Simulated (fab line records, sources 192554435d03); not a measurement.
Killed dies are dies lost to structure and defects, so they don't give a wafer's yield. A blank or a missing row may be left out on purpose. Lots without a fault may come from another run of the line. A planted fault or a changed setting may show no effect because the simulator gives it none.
fab line records | flow n5_finfet
record lots=7 wafers=21 last_day=17
route steps=1938 shown WELL_APT@20 PASSIVATION@1936
lots that met no fault: from a run of the same line without faults
start_h: hours from the record's first day to the start of the lot's first wafer shown | wait_h: hours since the lot's step before | " the same as in the row above | L1.1+2: a row that stands for several wafers | - no value, or no start given | * or withheld: withheld | < > ~ a bound
route shown NAME@n: a module of which the file shows steps, and the number in the route of the first | usual: mean/standard deviation of fault-free wafers | same: alike in all rows | chamber/n: place in a boat | sites: the reading at each site | _std_site: their standard deviation | _edge_site: outer sites' mean less inner sites' | radius_mm: how far each site lies from the wafer's centre | mask NAME#n: copy n | behind: the tool/chamber that last shaped the wafer | hold: why the lot was held/for how many hours/how that ended | device: the transistor (n, p or np) that didn't switch | end of line: the same wafers' tests at the end of the route | a step without rows: its recipe alone | killed: dies lost to structure and defects at the first sort, not the wafer's yield | map: a wafer's dies, x killed, . not, _ none there
set.NAME: the setting as run; set.NAME@STEP: as run at that earlier step | model.NAME: the simulator's own value behind a step, which no gauge read
lots at some steps of the route; a table a step, a row a wafer
services: from which hour (start_h, from the record's first day; less than 0 if before it) a tool's chamber was out of use, for how many hours, and why
## steps
# step N5_WELL_APT_HMDS_01
# recipe time_s=60 temp_c=120
# step N5_WELL_APT_COAT_02
# recipe spin_rpm=1357 resist_thk_nm=950
# step N5_WELL_APT_EBR_04
# recipe solvent=PGMEA ebr_width_mm=1.5
# step N5_WELL_APT_SOFTBAKE_03
# recipe temp_c=130 time_s=60
# step N5_WELL_APT_EXPOSE_05
# recipe mask_id=NWELL na=0.8 source_shape=conventional sigma_outer=0.8 polarization=unpolarized defocus_nm=0 target_cd_nm=200 dose_mj=20.3
# step N5_WELL_APT_PEB_06
# recipe peb_temp_c=130 peb_time_s=90
# step N5_WELL_APT_DEVELOP_07
# recipe develop_time_s=45 rinse_liquid=surfactant_rinse dry=air_spin dev_temp_c=21
# step N5_WELL_APT_HARDBAKE_12
# recipe temp_c=130 time_s=120
# step N5_WELL_APT_CD_MEAS_08
# recipe target_cd_nm=200 landing_energy_ev=500 detector=se_inlens
# usual cd_nm=201.1/2.2
# columns lot.wafer tool chamber start_h wait_h cd_nm
L880.1 cd_sem-02 0 37.62 - 202.5
L880.3 " 0 " " 202.7
L880.5 " 0 " " 201.3
L885.1 cd_sem-01 0 68.84 - 200.7
L885.5 " 0 " " 200.6
L885.6 " 0 " " 201.4
L889.1 cd_sem-03 0 91.56 - 199.5
L889.2 " 0 " " 198.8
L889.5 " 0 " " 202.8
L890.2 cd_sem-02 0 97.72 - 199.5
L890.3 " 0 " " 200.6
L890.4 " 0 " " 200.8
L891.1 cd_sem-03 0 103.57 - 202.4
L891.4 " 0 " " 203.2
L891.6 " 0 " " 202.9
L896.2 cd_sem-03 0 134.02 - 202.3
L896.3 " 0 " " 199.8
L896.5 " 0 " " 203.8
L898.4 cd_sem-03 0 146.40 - 201.4
L898.5 " 0 " " 199.6
L898.6 " 0 " " 199.8
# step N5_WELL_APT_OVL_MEAS_09
# recipe points_per_wafer=44
# usual NWELL_OVL=-2/5
# same points_per_wafer=44
# columns lot.wafer tool chamber start_h wait_h NWELL_OVL[nm]
L880.1 overlay-02 0 37.65 0.0 4
L880.3 " 0 " " 1
L880.5 " 0 " " 1
L885.1 overlay-01 0 68.87 0.0 -6
L885.5 " 0 " " -9
L885.6 " 0 " " -4
L889.1 overlay-01 0 91.59 0.0 0
L889.2 " 0 " " 2
L889.5 " 0 " " 5
L890.2 overlay-02 0 97.75 0.0 -2
L890.3 " 0 " " -2
L890.4 " 0 " " 3
L891.1 overlay-02 0 103.60 0.0 -8
L891.4 " 0 " " -8
L891.6 " 0 " " -3
L896.2 overlay-02 0 134.05 0.0 0
L896.3 " 0 " " -3
L896.5 " 0 " " -6
L898.4 overlay-01 0 146.43 0.0 0
L898.5 " 0 " " -11
L898.6 " 0 " " -8
# step N5_WELL_APT_INSPECT_10
# recipe mode=adi inspect_instrument=macro
# usual raw_defect_count=2.1/1.4
# columns lot.wafer tool chamber start_h wait_h raw_defect_count
L880.1 defect_inspect-01 - 37.68 0.0 1
L880.3 " - " " 2
L880.5 " - " " 5
L885.1 defect_inspect-02 - 68.89 0.0 4
L885.5 " - " " 2
L885.6 " - " " 5
L889.1 defect_inspect-01 - 91.61 0.0 2
L889.2 " - " " 1
L889.5 " - " " 1
L890.2 defect_inspect-01 - 97.77 0.0 7
L890.3 " - " " 2
L890.4 " - " " 3
L891.1 defect_inspect-02 - 103.63 0.0 1
L891.4 " - " " 0
L891.6 " - " " 1
L896.2 defect_inspect-01 - 134.07 0.0 2
L896.3 " - " " 1
L896.5 " - " " 2
L898.4 defect_inspect-02 - 146.46 0.0 1
L898.5 " - " " 2
L898.6 " - " " 1
# step N5_WELL_APT_DESCUM_13
# recipe chemistry=O2 time_s=7.9 source_power_w=50 bias_power_w=20 pressure_mtorr=20 rf_frequency_hz=2.712e+07 temp_c=40 o2_flow_sccm=225
# usual drypump_motor_current_A=5.6/0.41 o2_flow_sccm=224.9/0.71 oes_product_au=0.75/0.079 rf_vpp_V=243.1/1.5 showerhead_plenum_p_Torr=2.09/0.081 throttle_valve_pct=20.5/0.3
# columns lot.wafer tool chamber start_h wait_h drypump_motor_current_A o2_flow_sccm oes_product_au rf_hours_counter_h rf_vpp_V showerhead_plenum_p_Torr throttle_valve_pct
L880.1 rie_diel-04 0 37.82 0.1 5.7 225.1 0.78 158 242.2 2.02 20.7
L880.3 " 2 " " 5.9 224.5 0.72 197 243.7 2.13 20.0
L880.5 " 2 " " 5.9 225.6 0.73 - 243.2 2.13 20.0
L885.1 rie_diel-03 3 68.93 0.0 5.8 223.7 0.73 155 244.3 2.07 20.4
L885.5 " 1 " " 5.2 224.8 0.69 - 243.7 2.19 20.8
L885.6 " 0 " " 5.9 225.4 0.70 - 243.2 2.07 21.0
L889.1 rie_diel-05 3 91.79 0.2 5.5 224.5 0.76 149 242.0 1.99 20.3
L889.2 " 1 " " 5.2 225.7 0.79 129 242.8 2.18 20.6
L889.5 " 3 " " 5.6 225.0 0.77 - 242.3 1.99 20.3
L890.2 rie_diel-05 3 97.81 0.0 5.6 222.9 0.75 151 241.5 1.99 20.3
L890.3 " 1 " " 5.2 224.8 0.80 130 245.5 2.18 20.6
L890.4 " 2 " " 5.8 227.1 0.91 22 243.4 2.13 20.0
L891.1 rie_diel-04 1 103.66 0.0 5.6 224.5 0.69 228 240.8 1.98 20.6
L891.4 " 1 " " 5.6 224.7 0.68 - 242.2 1.98 20.6
L891.6 " 0 " " 5.7 225.2 0.75 - 241.5 2.01 20.7
L896.2 rie_diel-04 2 134.36 0.3 5.9 224.8 0.70 236 244.3 2.11 20.1
L896.3 " 0 " " 5.7 224.3 0.74 194 239.7 2.00 20.7
L896.5 " 1 " " 5.6 225.1 0.68 - 241.9 1.97 20.7
L898.4 rie_diel-04 1 146.49 0.0 5.6 225.1 0.68 246 241.3 1.97 20.6
L898.5 " 1 " " 5.6 224.8 0.68 - 242.4 1.97 20.6
L898.6 " 0 " " 5.7 225.3 0.74 - 242.5 2.00 20.7
# step N5_WELL_APT_IMPLANT_14
# recipe species=P energy_kev=160 dose_cm2=1.5e+13 tilt_deg=0 rotation_deg=0
# usual dose_ions_cm2=1.4997e+13/1.4e+10 faraday_current_uA=190/3.8
# columns lot.wafer tool chamber start_h wait_h dose_ions_cm2 faraday_current_uA
L880.1 implanter-02 0 37.92 0.1 1.4991e+13 194
L880.3 " 0 " " 1.4978e+13 188
L880.5 " 0 " " 1.4974e+13 193
L885.1 implanter-02 0 69.03 0.1 1.4974e+13 191
L885.5 " 0 " " 1.4992e+13 191
L885.6 " 0 " " 1.4965e+13 192
L889.1 implanter-02 0 91.89 0.1 1.3435e+13 175
L889.2 " 0 " " 1.3443e+13 167
L889.5 " 0 " " 1.3415e+13 166
L890.2 implanter-02 0 97.93 0.1 1.3432e+13 171
L890.3 " 0 " " 1.3445e+13 172
L890.4 " 0 " " 1.3435e+13 166
L891.1 implanter-02 0 103.76 0.1 1.3434e+13 172
L891.4 " 0 " " 1.3415e+13 171
L891.6 " 0 " " 1.3395e+13 170
L896.2 implanter-01 0 134.49 0.1 1.4984e+13 190
L896.3 " 0 " " 1.4972e+13 186
L896.5 " 0 " " 1.5021e+13 190
L898.4 implanter-01 0 146.68 0.2 1.5004e+13 194
L898.5 " 0 " " 1.5001e+13 189
L898.6 " 0 " " 1.4997e+13 193
# step N5_WELL_APT_IMPLANT_15
# recipe species=As energy_kev=25 dose_cm2=1.5e+13 tilt_deg=0 rotation_deg=0
# step N5_PASSIVATION_PROBE_49
# usual killed_at_M0_to_M3=34/9.7 killed_at_M4_up=14/5.7 killed_at_contacts=12/5.9 killed_at_front_end=37/10 killed_at_other=5/4.7 killed_dies=102/18 killed_open=65/12 killed_short=34/8.8
# same gross_dies=1180 killed_at_back_side=0
# columns lot.wafer tool chamber start_h wait_h killed_at_M0_to_M3 killed_at_M4_up killed_at_contacts killed_at_front_end killed_at_other killed_dies killed_open killed_short
L880.1 prober-02 - 293.84 0.0 25 6 11 33 3 78 51 25
L880.3 prober-02 - 293.94 0.1 37 20 20 26 7 110 72 38
L880.5 prober-02 - 294.04 0.2 27 7 4 36 4 78 43 34
L885.1 prober-02 - 335.19 0.0 43 18 6 57 13 137 88 48
L885.5 prober-02 - 335.39 0.2 34 20 13 36 13 116 63 51
L885.6 prober-02 - 335.44 0.3 22 9 9 54 4 98 72 24
L889.1 prober-02 - 345.86 0.0 32 17 11 18 2 80 62 16
L889.2 prober-02 - 345.91 0.1 33 14 6 32 1 86 58 25
L889.5 prober-02 - 346.06 0.2 38 12 8 20 1 79 52 25
L890.2 prober-02 - 351.54 0.1 29 12 10 48 1 100 66 33
L890.3 prober-02 - 351.59 0.1 30 16 10 38 2 96 60 35
L890.4 prober-02 - 351.64 0.2 29 16 22 49 4 120 86 34
L891.1 prober-02 - 356.97 0.0 41 28 23 26 1 119 71 47
L891.4 prober-02 - 357.12 0.2 52 27 7 28 1 115 84 29
L891.6 prober-02 - 357.22 0.3 51 24 21 27 0 123 83 39
L896.2 prober-01 - 399.63 0.1 46 4 9 30 8 97 57 38
L896.3 prober-01 - 399.68 0.1 51 12 14 32 1 110 66 42
L896.5 prober-01 - 399.78 0.2 61 18 2 27 5 113 73 38
L898.4 prober-01 - 401.44 0.2 34 13 9 34 6 96 59 34
L898.5 prober-01 - 401.49 0.2 53 3 12 33 5 106 70 32
L898.6 prober-01 - 401.54 0.3 48 5 4 32 5 94 59 29
# killed by level:class
L880.1 MOL_CONTACT_COAG:geometric_particle:open=10 BEOL_M0_SAQP:geometric_particle:open=8 STI_FIN_REVEAL:geometric_particle:open=7 FIN_SAQP:geometric_particle:short=6 BEOL_M0_SAQP:geometric_particle:short=6 BEOL_M1:geometric_particle:open=6 FIN_SAQP:geometric_particle:open=3 DUMMY_GATE:geometric_particle:open=3
L880.3 MOL_CONTACT_COAG:geometric_particle:open=18 BEOL_M0_SAQP:geometric_particle:open=12 BEOL_M0_SAQP:geometric_particle:short=11 FIN_SAQP:geometric_particle:short=8 BEOL_M4:geometric_particle:open=6 FIN_SAQP:geometric_particle:open=4 BEOL_M3:geometric_particle:open=4 GATE_CUT:geometric_particle:open=3
L880.5 STI_FIN_REVEAL:geometric_particle:open=17 BEOL_M0_SAQP:geometric_particle:short=12 BEOL_M1:geometric_particle:open=7 FIN_SAQP:geometric_particle:short=5 GATE_CUT:geometric_particle:short=4 DUMMY_GATE:geometric_particle:open=3 MOL_CONTACT_COAG:geometric_particle:open=3 BEOL_M1:geometric_particle:short=3
L885.1 FIN_SAQP:geometric_particle:short=14 FIN_SAQP:geometric_particle:open=14 BEOL_M2:geometric_particle:open=13 BEOL_M4:geometric_particle:open=10 STI_FIN_REVEAL:geometric_particle:open=8 STI_FIN_REVEAL:geometric_particle:short=7 BEOL_M3:geometric_particle:open=7 BEOL_M0_SAQP:geometric_particle:open=6
L885.5 FIN_SAQP:geometric_particle:short=13 BEOL_M0_SAQP:geometric_particle:open=8 MOL_CONTACT_COAG:geometric_particle:open=8 FIN_SAQP:geometric_particle:open=7 BEOL_M2:geometric_particle:open=6 BEOL_M0_SAQP:geometric_particle:short=6 BEOL_M0:geometric_particle:short=6 BEOL_M4:geometric_particle:open=6
L885.6 FIN_SAQP:geometric_particle:open=19 STI_FIN_REVEAL:geometric_particle:open=17 MOL_CONTACT_COAG:geometric_particle:open=8 BEOL_M4:geometric_particle:open=7 FIN_SAQP:geometric_particle:short=6 BEOL_M1:geometric_particle:open=6 STI_FIN_REVEAL:geometric_particle:short=5 BEOL_M0:geometric_particle:open=4
L889.1 BEOL_M4:geometric_particle:open=8 MOL_CONTACT_COAG:geometric_particle:open=8 BEOL_M3:geometric_particle:open=8 BEOL_M1:geometric_particle:open=7 BEOL_M2:geometric_particle:open=6 BEOL_M0_SAQP:geometric_particle:open=5 FIN_SAQP:geometric_particle:open=3 FIN_SAQP:geometric_particle:short=3
L889.2 BEOL_M1:geometric_particle:open=11 FIN_SAQP:geometric_particle:open=9 BEOL_M2:geometric_particle:open=7 BEOL_M4:geometric_particle:open=7 FIN_SAQP:geometric_particle:short=6 STI_FIN_REVEAL:geometric_particle:open=6 BEOL_M0_SAQP:geometric_particle:open=5 GATE_CUT:geometric_particle:short=4
L889.5 BEOL_M0_SAQP:geometric_particle:open=8 BEOL_M2:geometric_particle:open=8 BEOL_M3:geometric_particle:open=8 FIN_SAQP:geometric_particle:open=7 BEOL_M0_SAQP:geometric_particle:short=5 MOL_CONTACT_COAG:geometric_particle:open=5 MOL_CONTACT_COAG:geometric_particle:short=3 BEOL_M4:geometric_particle:open=3
L890.2 STI_FIN_REVEAL:geometric_particle:open=9 BEOL_M3:geometric_particle:open=9 MOL_CONTACT_COAG:geometric_particle:open=8 BEOL_M0_SAQP:geometric_particle:open=7 FIN_SAQP:geometric_particle:open=6 FIN_SAQP:geometric_particle:short=6 GATE_CUT:geometric_particle:short=6 DUMMY_GATE:geometric_particle:open=6
L890.3 FIN_SAQP:geometric_particle:open=11 BEOL_M2:geometric_particle:open=8 MOL_CONTACT_COAG:geometric_particle:open=7 BEOL_M0_SAQP:geometric_particle:short=6 BEOL_M1:geometric_particle:open=6 DUMMY_GATE:geometric_particle:short=4 DUMMY_GATE:geometric_particle:open=4 ILD0:geometric_particle:short=4
L890.4 MOL_CONTACT_COAG:geometric_particle:open=18 STI_FIN_REVEAL:geometric_particle:open=14 GATE_CUT:geometric_particle:short=9 FIN_SAQP:geometric_particle:open=6 BEOL_M0_SAQP:geometric_particle:short=6 BEOL_M2:geometric_particle:open=6 BEOL_M0_SAQP:geometric_particle:open=5 FIN_SAQP:geometric_particle:short=4
L891.1 BEOL_M0_SAQP:geometric_particle:short=17 BEOL_M4:geometric_particle:open=17 MOL_CONTACT_COAG:geometric_particle:open=15 BEOL_M0_SAQP:geometric_particle:open=10 MOL_CONTACT_COAG:geometric_particle:short=8 FIN_SAQP:geometric_particle:open=7 BEOL_M3:geometric_particle:open=7 STI_FIN_REVEAL:geometric_particle:open=5
L891.4 BEOL_M0_SAQP:geometric_particle:open=23 BEOL_M4:geometric_particle:open=16 BEOL_M0_SAQP:geometric_particle:short=10 FIN_SAQP:geometric_particle:open=7 MOL_CONTACT_COAG:geometric_particle:open=7 STI_FIN_REVEAL:geometric_particle:open=5 GATE_CUT:geometric_particle:open=5 BEOL_M2:geometric_particle:open=4
L891.6 MOL_CONTACT_COAG:geometric_particle:open=17 BEOL_M0_SAQP:geometric_particle:open=14 BEOL_M4:geometric_particle:open=12 BEOL_M3:geometric_particle:open=11 BEOL_M0_SAQP:geometric_particle:short=10 BEOL_M1:geometric_particle:open=8 BEOL_M4:geometric_particle:short=5 FIN_SAQP:geometric_particle:open=4
L896.2 BEOL_M0_SAQP:geometric_particle:short=11 BEOL_M1:geometric_particle:open=11 BEOL_M0_SAQP:geometric_particle:open=10 BEOL_M2:geometric_particle:open=9 DUMMY_GATE:geometric_particle:open=5 MOL_CONTACT_COAG:geometric_particle:open=5 FIN_SAQP:geometric_particle:open=4 FIN_SAQP:geometric_particle:short=4
L896.3 BEOL_M0_SAQP:geometric_particle:short=13 FIN_SAQP:geometric_particle:open=12 BEOL_M0_SAQP:geometric_particle:open=12 MOL_CONTACT_COAG:geometric_particle:open=10 FIN_SAQP:geometric_particle:short=7 BEOL_M1:geometric_particle:short=6 BEOL_M2:geometric_particle:open=6 BEOL_M1:geometric_particle:open=5
L896.5 BEOL_M0_SAQP:geometric_particle:open=17 BEOL_M0_SAQP:geometric_particle:short=16 BEOL_M3:geometric_particle:open=15 BEOL_M4:geometric_particle:open=10 BEOL_M1:geometric_particle:open=6 ILD0:geometric_particle:short=4 GATE_CUT:geometric_particle:short=4 GATE_CUT:geometric_particle:open=4
L898.4 BEOL_M0_SAQP:geometric_particle:open=8 BEOL_M2:geometric_particle:open=8 BEOL_M0_SAQP:geometric_particle:short=7 FIN_SAQP:geometric_particle:open=6 MOL_CONTACT_COAG:geometric_particle:open=6 BEOL_M3:geometric_particle:open=6 STI_FIN_REVEAL:geometric_particle:open=5 GATE_CUT:geometric_particle:short=4
L898.5 BEOL_M0_SAQP:geometric_particle:open=15 FIN_SAQP:geometric_particle:open=14 BEOL_M0_SAQP:geometric_particle:short=13 MOL_CONTACT_COAG:geometric_particle:open=11 BEOL_M2:geometric_particle:open=10 FIN_SAQP:geometric_particle:short=7 DUMMY_GATE:geometric_particle:open=4 BEOL_M0:geometric_particle:open=3
L898.6 BEOL_M0_SAQP:geometric_particle:short=14 FIN_SAQP:geometric_particle:open=10 BEOL_M2:geometric_particle:open=10 BEOL_M0_SAQP:geometric_particle:open=8 FIN_SAQP:geometric_particle:short=5 BEOL_M0:geometric_particle:open=5 BEOL_M2:geometric_particle:short=5 STI_FIN_REVEAL:geometric_particle:open=3
## services
# columns tool chamber start_h hours kind
implanter-01 - 20.43 6.3 pm
rie_diel-04 1 28.93 6.7 repair
rie_diel-05 - 32.98 0.4 repair
implanter-01 - 37.81 3.4 repair
implanter-02 - 43.15 4.7 repair
rie_diel-04 1 44.96 1.6 repair
rie_diel-05 - 54.51 0.4 repair
rie_diel-04 3 69.09 8.9 repair
implanter-01 - 85.13 5.8 pm
rie_diel-03 1 92.62 - clean
rie_diel-03 1 92.62 - consumable_replace:focus_ring
rie_diel-03 1 92.62 14.5 scheduled_down
rie_diel-03 1 92.62 14.5 vent_cycle
rie_diel-04 3 102.86 - clean
rie_diel-04 3 102.86 - consumable_replace:focus_ring
rie_diel-04 3 102.86 - consumable_replace:showerhead
rie_diel-04 3 102.86 18.0 scheduled_down
rie_diel-04 3 102.86 18.0 vent_cycle
rie_diel-04 2 135.25 10.1 repair
rie_diel-04 - 138.03 2.8 pm
## key
first_sign step=N5_WELL_APT_IMPLANT_14 reading=dose_ions_cm2 direction=down sigmas=99+ usual=1.4997e+13 struck=1.3428e+13
effect step=N5_WELL_APT_IMPLANT_14 reading=faraday_current_uA direction=down sigmas=5.3 usual=190 struck=170
met_at N5_WELL_APT_IMPLANT_14
struck_wafers L889.1,L889.2,L889.5,L890.2,L890.3,L890.4,L891.1,L891.4,L891.6
tester_left_out L889,L890,L891
onset_between 69.03 91.89
fault kind=process_parameter_drift tool=implanter-02 chamber=- onset_h=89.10 steps=N5_WELL_APT_IMPLANT_14 channel=dose_cm2 offset=-1.5681e+12 shape=step end_h=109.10 acts_in=these_recipes_only stated=1.5e+13
# tester_left_out: of these lots the tester's yield and bins aren't shown, on N5 and GAA mostly nor the transistor test; their killed dies are dies lost to structure and defects alone, not to doping, threshold or leakage, so they don't give the yield
